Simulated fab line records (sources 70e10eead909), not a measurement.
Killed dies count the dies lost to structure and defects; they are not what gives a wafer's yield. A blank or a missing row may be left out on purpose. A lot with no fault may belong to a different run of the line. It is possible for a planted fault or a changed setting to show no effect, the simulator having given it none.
fab line records	flow nand_harc
record: lots: 5	wafers: 15	last_day: 23
route steps=1159 shown P_M0@266 P_M1@285 END@1159
lots untouched by any fault: they come from a run of this same line in which no faults occurred
start_h: hours from the record's first day to the start of the lot's first wafer shown	wait_h: how many hours have passed since the lot's step before this one	" as in the row above	L1.1+2: several wafers, shown together as one row	- either no value or no given start	* or withheld: withheld	< > ~ a bound
route shown NAME@n: NAME is a module with steps in the file, n the number in the route of the first one	usual: mean/standard deviation of fault-free wafers	same: alike in all rows	chamber/n: place in a boat	sites: readings site by site	_std_site: standard deviation across them	_edge_site: the outer-site mean with the inner-site mean subtracted	radius_mm: how far each site lies from the wafer's centre	mask NAME#n: copy n	behind: the tool/chamber that last shaped the wafer	hold: reason for holding the lot/hours on hold/outcome of the hold	device: whichever transistor did not switch (one of n, p or np)	end of line: at the end of the route, the tests of the same wafers	where a step has no rows: the recipe by itself	killed: the dies lost at the first sort to structure and to defects; this is not the yield of the wafer	map: shows each die of a wafer: x if killed, . if not, _ if none is there
set.NAME: the setting that was run; set.NAME@STEP: the one run at that earlier step	model.NAME: the simulator's own value behind a step, which no gauge read
lots at selected steps of the route; one table per step, one row per wafer
services: when a tool's chamber went out of use (start_h, in hours from the record's first day, below 0 if earlier), for how many hours, and the reason
== steps ==
step: NHARC_P_M0_DESCUM_14
recipe: time_s: 3	o2_flow_sccm: 200	ar_flow_sccm: 0	bias_power_w: 0	chemistry: O2
usual: drypump_motor_current_A: 5.7/0.37	o2_flow_sccm: 200.0/0.58	oes_product_au: 0.999/0.0099	rf_vpp_V: 57.8/1	showerhead_plenum_p_Torr: 1.90/0.089	throttle_valve_pct: 11.311/0.0083
lot.wafer	tool	chamber	start_h	wait_h	drypump_motor_current_A	o2_flow_sccm	oes_product_au	rf_hours_counter_h	rf_vpp_V	showerhead_plenum_p_Torr	throttle_valve_pct
L995.1	rie_diel-07	3	117.16	0.1	5.9	199.4	1.005	4	58.5	1.81	11.309
L995.4	"	2	"	"	5.6	200.0	1.005	-	56.7	1.88	11.320
L995.5	"	1	"	"	5.6	199.6	0.991	-	58.5	2.02	11.313
L996.1	rie_diel-02	3	134.91	0.1	5.4	198.9	1.015	9	57.2	1.89	11.308
L996.6	"	0	"	"	5.0	199.5	1.006	-	56.4	1.82	11.317
L996.5	"	1	"	"	6.2	200.3	0.986	-	55.5	1.80	11.325
L102.3	rie_diel-02	0	168.47	0.1	5.0	199.8	0.990	0	58.1	1.82	11.304
L102.2	"	2	"	"	5.5	200.0	1.008	0	57.7	2.01	11.311
L102.6	"	3	"	"	5.4	200.3	1.001	-	58.4	1.89	11.303
L105.1	rie_diel-02	1	177.73	0.1	6.2	199.9	0.986	1	57.3	1.80	11.322
L105.3	"	2	"	"	5.5	200.4	1.011	1	58.7	2.01	11.313
L105.6	"	2	"	"	5.5	200.2	1.006	-	60.0	2.01	11.294
L115.3	rie_diel-07	0	240.63	0.1	5.6	199.3	1.009	0	58.4	1.82	11.320
L115.1	"	1	"	"	5.6	201.0	0.992	0	57.3	2.01	11.305
L115.5	"	3	"	"	5.9	200.1	1.015	-	56.3	1.80	11.314
step: NHARC_P_M0_ETCH_34
recipe: target_depth_a: 400	overetch_a: 120	time_s: 43.94	ion_energy_ev: 200	n2_flow_sccm: 150	h2_flow_sccm: 150	ar_flow_sccm: 0	rf_w: 400	bias_w: 150	chemistry: N2/H2
step: NHARC_P_M0_ETCH_15
recipe: target_depth_a: 1500	overetch_a: 150	time_s: 82.5	c4f8_flow_sccm: withheld	ar_flow_sccm: 400	rf_w: 600	bias_w: 300	chemistry: C4F8/Ar
usual: oes_product_au: 0.953/0.022	rf_vpp_V: 440.3/2.8
lot.wafer	tool	chamber	start_h	wait_h	oes_product_au	rf_hours_counter_h	rf_vpp_V
L995.1	rie_diel-07	1	-	-	0.939	4	444.5
L995.4	"	3	"	"	0.951	-	436.1
L995.5	"	1	"	"	0.948	-	444.9
L996.1	rie_diel-02	3	-	-	0.929	9	437.9
L996.5	"	3	"	"	0.924	-	442.2
L996.6	"	0	"	"	0.924	-	438.9
L102.3	rie_diel-02	0	-	-	0.968	0	436.5
L102.2	"	1	"	"	0.972	0	436.1
L102.6	"	0	"	"	0.955	-	437.6
L105.3	rie_diel-02	1	-	-	0.950	1	435.9
L105.1	"	0	"	"	0.952	1	437.5
L105.6	"	2	"	"	0.962	-	443.1
L115.3	rie_diel-07	3	-	-	0.987	0	436.9
L115.1	"	2	"	"	0.982	0	439.8
L115.5	"	0	"	"	0.975	-	437.7
step: NHARC_P_M0_CD_MEAS_16
usual: cd_nm: 89.9/0.84
lot.wafer	tool	chamber	start_h	wait_h	cd_nm
L995.1	cd_sem-03	-	117.50	-	90.6
L995.4	"	-	"	"	90.8
L995.5	"	-	"	"	90.8
L996.1	cd_sem-03	-	135.19	-	89.1
L996.5	"	-	"	"	89.5
L996.6	"	-	"	"	88.9
L102.2	cd_sem-01	-	168.77	-	89.5
L102.3	"	-	"	"	90.1
L102.6	"	-	"	"	88.8
L105.1	cd_sem-03	-	178.09	-	89.1
L105.3	"	-	"	"	89.6
L105.6	"	-	"	"	89.7
L115.1	cd_sem-02	-	240.92	-	88.8
L115.3	"	-	"	"	89.0
L115.5	"	-	"	"	88.5
step: NHARC_P_M0_STRIP_18
recipe: power_w: 1000	n2_flow_sccm: 150	h2_flow_sccm: 150	ar_flow_sccm: 0	bias_w: 0	chemistry: N2/H2
step: NHARC_P_M0_STRIP_19
recipe: time_s: 600	temp_c: 30	chemistry: post_etch_residue_remover
step: NHARC_P_M0_DEGAS_28
recipe: temp_c: 250	time_s: 60
step: NHARC_P_M0_PRE_CLEAN_29
recipe: time_s: 30	temp_c: 280	gas: H2/He
step: NHARC_P_M0_PVD_20
recipe: target_thk_a: 50	bias_v: 168.6	power_w: 15000	chamber_pressure_pa: 0.12	time_s: 8.06	substrate_temp_c: 50	material: TaN
usual: bias_v: 168.6/1.7	substrate_temp_c: 50.00/0.11	throttle_valve_pct: 30.2/1
lot.wafer	tool	chamber	start_h	wait_h	bias_v	substrate_temp_c	throttle_valve_pct
L995.4	pvd_sputter-02	-	-	-	167.3	50.03	31.0
L995.1	"	-	"	"	168.8	50.07	30.0
L995.5	"	-	"	"	168.7	49.98	30.9
L996.1	pvd_sputter-01	-	-	-	169.5	49.89	29.9
L996.6	"	-	"	"	170.5	50.01	31.5
L996.5	"	-	"	"	169.5	50.01	31.7
L102.2	pvd_sputter-03	-	-	-	167.9	50.06	28.6
L102.3	"	-	"	"	168.9	49.82	28.7
L102.6	"	-	"	"	169.4	49.95	31.3
L105.1	pvd_sputter-01	-	-	-	173.1	49.89	30.9
L105.3	"	-	"	"	169.9	50.01	30.4
L105.6	"	-	"	"	171.9	49.84	30.7
L115.3	pvd_sputter-02	-	-	-	172.0	50.07	30.3
L115.1	"	-	"	"	165.9	49.96	30.8
L115.5	"	-	"	"	173.6	50.16	30.3
step: NHARC_P_M0_PVD_21
recipe: target_thk_a: 300	chamber_pressure_pa: 5	power_w: 5000	substrate_temp_c: 30	time_s: 20.49	material: Cu
usual: substrate_temp_c: 29.99/0.11	throttle_valve_pct: 30.2/1
lot.wafer	tool	chamber	start_h	wait_h	substrate_temp_c	throttle_valve_pct
L995.1	pvd_sputter-02	-	-	-	30.13	30.9
L995.4	"	-	"	"	30.04	30.0
L995.5	"	-	"	"	30.17	29.8
L996.1	pvd_sputter-01	-	-	-	30.20	29.9
L996.5	"	-	"	"	30.00	31.6
L996.6	"	-	"	"	30.13	30.1
L102.3	pvd_sputter-03	-	-	-	29.86	31.0
L102.2	"	-	"	"	30.02	31.3
L102.6	"	-	"	"	29.89	31.2
L105.3	pvd_sputter-01	-	-	-	29.98	31.0
L105.1	"	-	"	"	29.89	31.7
L105.6	"	-	"	"	29.97	30.7
L115.1	pvd_sputter-02	-	-	-	30.21	29.6
L115.3	"	-	"	"	29.98	30.8
L115.5	"	-	"	"	30.20	29.4
step: NHARC_P_M0_ECD_22
recipe: target_thk_a: 4000	bath_temp_c: 25	material: Cu
step: NHARC_P_M0_ANNEAL_30
recipe: temp_c: 225	time_s: 90
usual: wafer_temp_C_max: 225.97/0.24
lot.wafer	tool	chamber	start_h	wait_h	wafer_temp_C_max
L995.1	rtp_anneal-01	0	118.99	0.3	225.96
L995.4	"	0	"	"	225.66
L995.5	"	0	"	"	226.01
L996.1	rtp_anneal-02	0	136.54	0.3	226.27
L996.5	"	0	"	"	226.05
L996.6	"	0	"	"	225.96
L102.2	rtp_anneal-01	0	170.17	-	225.92
L102.3	"	0	"	"	225.88
L102.6	"	0	"	"	226.06
L105.1	rtp_anneal-01	0	179.57	0.3	226.18
L105.3	"	0	"	"	225.79
L105.6	"	0	"	"	226.18
L115.1	rtp_anneal-02	0	242.28	-	226.33
L115.3	"	0	"	"	226.32
L115.5	"	0	"	"	225.43
step: NHARC_P_M0_CMP_23
recipe: t_overpolish_s: 20	target_thk_nm: 117.53
usual: edge_zone_pressure_frac: 1.001/0.005	motor_current_A: 12.1/1.2	slurry_flow_ml_min: 150.0/0.4	time_to_endpoint_s: 28.0/2.9
lot.wafer	tool	chamber	start_h	wait_h	edge_zone_pressure_frac	motor_current_A	slurry_flow_ml_min	time_to_endpoint_s
L995.4	cmp-03	3	119.33	-	1.007	12.9	150.1	29.7
L995.1	"	0	"	"	1.002	13.1	150.5	26.0
L995.5	"	0	"	"	0.999	12.7	150.3	23.4
L996.1	cmp-01	0	136.89	-	1.008	11.1	149.7	29.5
L996.5	"	0	"	"	0.994	11.5	150.2	28.8
L996.6	"	1	"	"	0.998	11.4	150.5	26.7
L102.3	cmp-01	0	170.47	-	0.998	11.3	150.2	29.7
L102.2	"	1	"	"	0.995	11.3	150.3	28.6
L102.6	"	0	"	"	0.997	12.1	150.0	30.0
L105.1	cmp-03	0	179.95	-	1.001	12.9	150.3	24.0
L105.3	"	1	"	"	1.007	13.9	149.8	22.9
L105.6	"	3	"	"	1.000	12.5	150.3	28.6
L115.1	cmp-03	0	242.64	-	1.004	13.4	150.0	25.0
L115.3	"	2	"	"	0.998	10.2	149.5	31.3
L115.5	"	0	"	"	1.002	12.5	150.2	25.8
step: NHARC_P_M0_THK_MEAS_24
recipe: thk_meas_gauge: xrf
usual: thk_nm: 117.4/1.7
lot.wafer	tool	chamber	start_h	wait_h	thk_nm
L995.1	film_metro-01	-	119.64	-	117.3
L995.4	"	-	"	"	117.8
L995.5	"	-	"	"	116.5
L996.1	film_metro-02	-	137.20	-	117.9
L996.5	"	-	"	"	118.6
L996.6	"	-	"	"	117.2
L102.2	film_metro-02	-	170.78	-	115.3
L102.3	"	-	"	"	117.4
L102.6	"	-	"	"	117.3
L105.1	film_metro-02	-	180.23	-	118.3
L105.3	"	-	"	"	117.8
L105.6	"	-	"	"	119.5
L115.1	film_metro-01	-	242.95	-	118.9
L115.3	"	-	"	"	115.2
L115.5	"	-	"	"	115.1
step: NHARC_P_M0_SRD_25
step: NHARC_P_M0_INSPECT_27
usual: raw_defect_count: 316/160
lot.wafer	tool	chamber	start_h	wait_h	raw_defect_count
L995.1	defect_inspect-01	-	119.80	0.0	295
L995.4	"	-	"	"	331
L995.5	"	-	"	"	484
L996.1	defect_inspect-02	-	137.36	0.0	227
L996.5	"	-	"	"	335
L996.6	"	-	"	"	285
L102.2	defect_inspect-01	-	170.94	0.0	243
L102.3	"	-	"	"	130
L102.6	"	-	"	"	204
L105.1	defect_inspect-02	-	180.39	0.0	225
L105.3	"	-	"	"	347
L105.6	"	-	"	"	352
L115.1	defect_inspect-01	-	243.11	0.0	326
L115.3	"	-	"	"	774
L115.5	"	-	"	"	337
step: NHARC_P_M0_PRE_CLEAN_31
recipe: time_s: 12	temp_c: 370	rf_power_w: 300	gas: NH3
step: NHARC_P_M0_DEP_32
recipe: target_thk_a: 300	temp_c: 370	target_thk_nm: 30	pressure_torr: 3	flow_sccm: 200	rf_w: 450	material: SiCN
step: NHARC_P_M1_DEP_00
recipe: target_thk_a: 1825	target_thk_nm: 182.5	temp_c: withheld	pressure_torr: 5	flow_sccm: 200	rf_w: 600	material: SiOC
step: NHARC_P_M1_DEHYDRATE_01
recipe: temp_c: 150	time_s: 120
step: NHARC_P_M1_HMDS_02
recipe: time_s: 30
step: NHARC_P_M1_COAT_34
recipe: temp_c: 200	time_s: 65
step: NHARC_P_M1_COAT_03
recipe: spin_rpm: 1500	resist_thk_nm: 90
step: NHARC_P_M1_SOFTBAKE_04
recipe: temp_c: 105	time_s: 55
step: NHARC_P_M1_EBR_05
step: NHARC_P_M1_EXPOSE_06
recipe: na: 1.35	target_cd_nm: 130	dose_mj: 81.88	mask_id: P_M1
step: NHARC_P_M1_PEB_07
recipe: peb_temp_c: 100	peb_time_s: 65
step: NHARC_P_M1_DEVELOP_08
recipe: develop_time_s: 35	dev_temp_c: 23
step: NHARC_P_M1_CD_MEAS_09
recipe: target_cd_nm: 130	landing_energy_ev: 500
usual: cd_nm: 130.0/0.54
lot.wafer	tool	chamber	start_h	wait_h	cd_nm
L995.1	cd_sem-02	0	121.56	-	131.0
L995.4	"	0	"	"	130.7
L995.5	"	0	"	"	130.8
L996.1	cd_sem-01	0	138.80	-	129.6
L996.5	"	0	"	"	128.9
L996.6	"	0	"	"	130.1
L102.2	cd_sem-03	0	172.45	-	129.1
L102.3	"	0	"	"	129.7
L102.6	"	0	"	"	129.4
L105.1	cd_sem-03	0	181.92	-	130.2
L105.3	"	0	"	"	130.2
L105.6	"	0	"	"	130.6
L115.1	cd_sem-02	0	245.27	-	129.5
L115.3	"	0	"	"	129.8
L115.5	"	0	"	"	130.8
step: NHARC_P_M1_OVL_MEAS_10
recipe: pitch_nm: 260
usual: overlay_x_nm: 0.1/0.89	overlay_y_nm: -0.3/0.79
lot.wafer	tool	chamber	start_h	wait_h	overlay_x_nm	overlay_y_nm
L995.1	overlay-01	-	121.65	-	0.2	-1.8
L995.4	"	-	"	"	0.3	-1.4
L995.5	"	-	"	"	0.5	-1.4
L996.1	overlay-02	-	138.90	-	1.4	-0.6
L996.5	"	-	"	"	1.6	-0.7
L996.6	"	-	"	"	1.3	-0.4
L102.2	overlay-02	-	172.53	-	-0.5	-1.0
L102.3	"	-	"	"	-0.1	-1.1
L102.6	"	-	"	"	0.2	-0.5
L105.1	overlay-02	-	182.01	-	-0.3	0.7
L105.3	"	-	"	"	-0.4	0.5
L105.6	"	-	"	"	-0.8	0.0
L115.1	overlay-01	-	245.35	-	-0.4	1.2
L115.3	"	-	"	"	-1.3	1.0
L115.5	"	-	"	"	-0.7	1.2
step: NHARC_P_M1_INSPECT_11
usual: raw_defect_count: 4.3/2.6
lot.wafer	tool	chamber	start_h	wait_h	raw_defect_count
L995.1	defect_inspect-01	-	121.68	0.0	4
L995.4	"	-	"	"	5
L995.5	"	-	"	"	6
L996.1	defect_inspect-01	-	138.93	0.0	4
L996.5	"	-	"	"	10
L996.6	"	-	"	"	2
L102.2	defect_inspect-02	-	172.57	0.0	8
L102.3	"	-	"	"	3
L102.6	"	-	"	"	5
L105.1	defect_inspect-01	-	182.05	0.0	1
L105.3	"	-	"	"	5
L105.6	"	-	"	"	2
L115.1	defect_inspect-02	-	245.39	0.0	5
L115.3	"	-	"	"	366
L115.5	"	-	"	"	5
step: NHARC_P_M1_DESCUM_14
recipe: time_s: 3	o2_flow_sccm: 200	ar_flow_sccm: 0	bias_power_w: 0	chemistry: O2
step: NHARC_END_SORT_01
recipe: temp_c: 25
usual: defect_limited_yield: 95.4/1.5	killed_at_array: 27/9.9	killed_at_other: 0.6/0.84	killed_at_periphery: 3.7/2.5	killed_dies: 31/9.9	killed_open: 3.0/1.6	killed_short: 1.9/1.2	sort_bin_2_pct: 1.5/0.6	sort_bin_3_pct: 0.26/0.21	sort_bin_4_pct: 2.9/0.98	sort_n_pass: 646/9.9	sort_rim_yield_pct: 96.3/2.4	sort_yield_pct: 95.4/1.5
same: gross_dies: 677	sort_bin_5_pct[%]: 0	sort_bin_6_pct[%]: 0	sort_bin_7_pct[%]: 0	sort_bin_8_pct[%]: 0	sort_rim_n_gross: 106.00
lot.wafer	tool	chamber	start_h	wait_h	defect_limited_yield[%]	killed_at_array	killed_at_other	killed_at_periphery	killed_dies	killed_open	killed_short	sort_bin_2_pct[%]	sort_bin_3_pct[%]	sort_bin_4_pct[%]	sort_n_pass	sort_rim_yield_pct[%]	sort_yield_pct[%]
L996.1	prober-01	0	453.43	2.5	94.4	33	0	5	38	2	1	1.6	0	4.0	639	99.1	94.4
L996.5	prober-01	0	456.63	3.7	95.1	27	0	6	33	2	3	0.4	0.15	4.3	644	92.5	95.1
L996.6	prober-01	0	457.43	4.0	93.9	39	0	2	41	1	1	1.5	0.74	3.8	636	96.2	93.9
L102.2	prober-02	0	494.46	2.8	97.2	15	0	4	19	1	1	0.6	0.30	1.9	658	93.4	97.2
L102.3	prober-02	0	495.25	3.1	97.8	13	1	1	15	2	1	0.9	0.15	1.2	662	94.3	97.8
L102.6	prober-02	0	497.64	4.0	96.0	21	2	4	27	5	1	1.2	0.44	2.4	650	97.2	96.0
L115.1	prober-01	0	558.36	2.5	96.9	16	0	5	21	2	1	0.7	0.74	1.6	656	94.3	96.9
L115.3	prober-01	0	560.00	3.1	57.8	19	1	266	286	2	2	17.6	3.10	21.6	391	52.8	57.8
L115.5	prober-01	0	561.64	3.8	95.4	23	0	8	31	4	3	1.0	0.30	3.2	646	92.5	95.4
killed by level:class
L996.1 A_SLIT:chamber_film_flake=13 A_CHANNEL_HOLE_D1:chamber_film_flake=7 A_CHANNEL_FILL_D1:chamber_film_flake=4 A_CONTACT:chamber_film_flake=3 A_WL_FILL:chamber_film_flake=2 A_M0:chamber_film_flake=2 P_M0:geometric_particle:open=1 P_M0:geometric_particle:short=1
L996.5 A_SLIT:chamber_film_flake=10 A_CHANNEL_HOLE_D1:chamber_film_flake=5 A_M0:chamber_film_flake=3 P_CONTACT:chamber_film_flake=2 A_CHANNEL_FILL_D1:chamber_film_flake=2 A_WL_FILL:chamber_film_flake=2 P_M0:geometric_particle:short=1 P_M0:geometric_particle:open=1
L996.6 A_SLIT:chamber_film_flake=12 A_CHANNEL_HOLE_D1:chamber_film_flake=9 A_STAIRCASE:chamber_film_flake=5 A_WL_FILL:chamber_film_flake=4 A_CONTACT:chamber_film_flake=4 A_M0:chamber_film_flake=3 P_GATE:geometric_particle:open=1 A_SGD_CUT:geometric_particle:short=1
L102.2 A_CHANNEL_HOLE_D1:chamber_film_flake=5 P_M0:chamber_film_flake=4 A_CONTACT:chamber_film_flake=4 A_CHANNEL_FILL_D1:chamber_film_flake=3 A_ONON_D1:geometric_particle:short=1 A_CONTACT:geometric_particle:open=1 A_STAIRCASE:chamber_film_flake=1
L102.3 A_CHANNEL_HOLE_D1:chamber_film_flake=6 A_CHANNEL_HOLE_D1:geometric_particle:short=1 A_CHANNEL_FILL_D1:geometric_particle:open=1 A_BLC:geometric_particle:open=1 P_M0:chamber_film_flake=1 A_CHANNEL_FILL_D1:chamber_film_flake=1 A_STAIRCASE:chamber_film_flake=1 A_CONTACT:chamber_film_flake=1
L102.6 A_CHANNEL_HOLE_D1:chamber_film_flake=13 A_M0:geometric_particle:open=3 A_CONTACT:chamber_film_flake=3 P_STI:geometric_particle:open=1 P_M0:geometric_particle:open=1 P_M0:geometric_particle:short=1 P_M0:chamber_film_flake=1 A_WL_FILL:chamber_film_flake=1
L115.1 A_CHANNEL_HOLE_D1:chamber_film_flake=10 A_STAIRCASE:chamber_film_flake=3 P_STI:chamber_film_flake=2 P_M0:geometric_particle:open=1 A_WL_FILL:geometric_particle:short=1 A_CONTACT:geometric_particle:open=1 P_M0:chamber_film_flake=1 P_M2:chamber_film_flake=1
L115.3 P_M0:unspecified=259 A_CHANNEL_HOLE_D1:chamber_film_flake=8 A_STAIRCASE:chamber_film_flake=6 A_CONTACT:chamber_film_flake=3 P_M0:chamber_film_flake=2 P_M2:chamber_film_flake=2 P_GATE:geometric_particle:open=1 P_CONTACT:geometric_particle:short=1
L115.5 A_CHANNEL_HOLE_D1:chamber_film_flake=8 A_STAIRCASE:chamber_film_flake=5 P_M2:chamber_film_flake=4 A_CONTACT:chamber_film_flake=3 A_SLIT:chamber_film_flake=2 P_GATE:geometric_particle:open=1 P_M0:geometric_particle:short=1 A_ONON_D1:geometric_particle:short=1
map L115.3 (x killed, . not)
____________x____________
_________....x.x_________
_______x..x..x.x.._______
______.xx..x.x...x.______
_____xxx.x..x....xxx_____
____xx.........x..x.x____
____...xx.xx..x......____
___xxxx....x.x....x...___
___x.xx.xxxxx.......x.___
__x.xx.x.....x..x.xx.xx__
__..x.....xx..xxx...xx.__
_..x.x....x...x..x.....x_
_xx....xx...x...x...x..x_
_..........x.xx....xx..._
_..xx..xxx.xx.xxxx....xx_
_....x.x.x.x....x.x....x_
.x..xx..x......xx..xx.x.x
.xx.x..xxxx..xx......xx..
...xx.x.....x.x..xxxx.xxx
..........x.xxx..xxxx.xxx
x...x.x...x..x.....x...xx
_.xxx..x.x.x..xxx..x..xx_
_xxxxxxx..xxx.x...x.xxx._
_x.x.x..xx.xx.x.xxxxx.xx_
_xx...xxx..x.......x.xxx_
_x.x..xxx..xx.x.x.x.x..._
__x.x.....x..x..x.x...x__
__...x....x......x.xx..__
___.xxxxxxxx..x..x...x___
___x....xxx...xxx.....___
____.x..xxx..xxxx.x..____
____..xxxx...x.x.x.x.____
_____xxx..x.xx.x.x.x_____
______.x...x.xx..x.______
_______..x.x..x..x_______
_________xxx...._________
____________.____________
map L105.3 (x killed, . not)
____________.____________
_________......._________
_______....x....xx_______
______.............______
_____..............._____
____....x............____
____.................____
___.............x.....___
___...........x..x....___
__.............x...x.x.__
__...............x.....__
_.....................xx_
_.................x.xx.._
_....................x.._
_...............x......._
_...................x..._
.x.......................
...................x.....
.........................
...x....x................
.........................
_......................._
_x....x...........x....._
_.x....................._
_..x...................._
_............x.........._
__...............x.....__
__.....................__
___..x.....x..........___
___..................x___
____...........x.x...____
____.............xx..____
_____..............._____
______.............______
_______..........._______
_________......._________
____________.____________
== services ==
tool	chamber	start_h	hours	kind
rie_diel-02	3	101.31	7.3	repair
pvd_sputter-03	-	102.00	10.0	pm
rie_diel-02	0	105.38	-	clean
rie_diel-02	1	105.38	-	clean
rie_diel-02	2	105.38	-	clean
rie_diel-07	0	114.08	3.7	repair
rie_diel-02	0	129.88	-	clean
rie_diel-02	1	129.88	-	clean
rie_diel-02	2	129.88	-	clean
rie_diel-02	3	129.88	-	clean
cmp-01	-	138.73	0.3	repair
pvd_sputter-03	-	144.05	0.7	repair
rie_diel-02	-	150.71	9.0	pm
cmp-03	-	156.09	4.0	pm
rie_diel-07	1	157.23	8.4	repair
pvd_sputter-01	-	158.00	10.0	pm
cmp-01	-	179.61	4.0	pm
rie_diel-02	0	185.67	2.8	repair
cmp-03	-	192.99	1.1	repair
cmp-03	-	212.43	3.1	repair
pvd_sputter-02	-	214.12	10.0	pm
rie_diel-02	1	221.90	10.4	repair
rie_diel-07	-	228.20	9.0	pm
cmp-03	-	230.66	1.6	repair
== key ==
first_sign: step: NHARC_P_M1_INSPECT_11	reading: raw_defect_count	direction: up	sigmas: 99+	usual: 4.3	struck: 366
effect: step: NHARC_END_SORT_01	reading: killed_at_periphery	direction: up	sigmas: 99+	usual: 3.7	struck: 266
more_kills_born_at: NHARC_P_M0_CMP_23@cmp-03: 259
met_at NHARC_P_M0_CMP_23
struck_wafers L115.3
loop_trim: step: NHARC_P_M0_EXPOSE_06	setting: dose	lots: L115
fault: kind: chamber_particle_source	tool: cmp-03	chamber: 2	onset_h: 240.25	steps: NHARC_P_M0_CMP_23	rate_per_visit_cm2: 0.56217	end_h: 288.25
loop_trim: a control loop set the setting to another value than it would have without faults
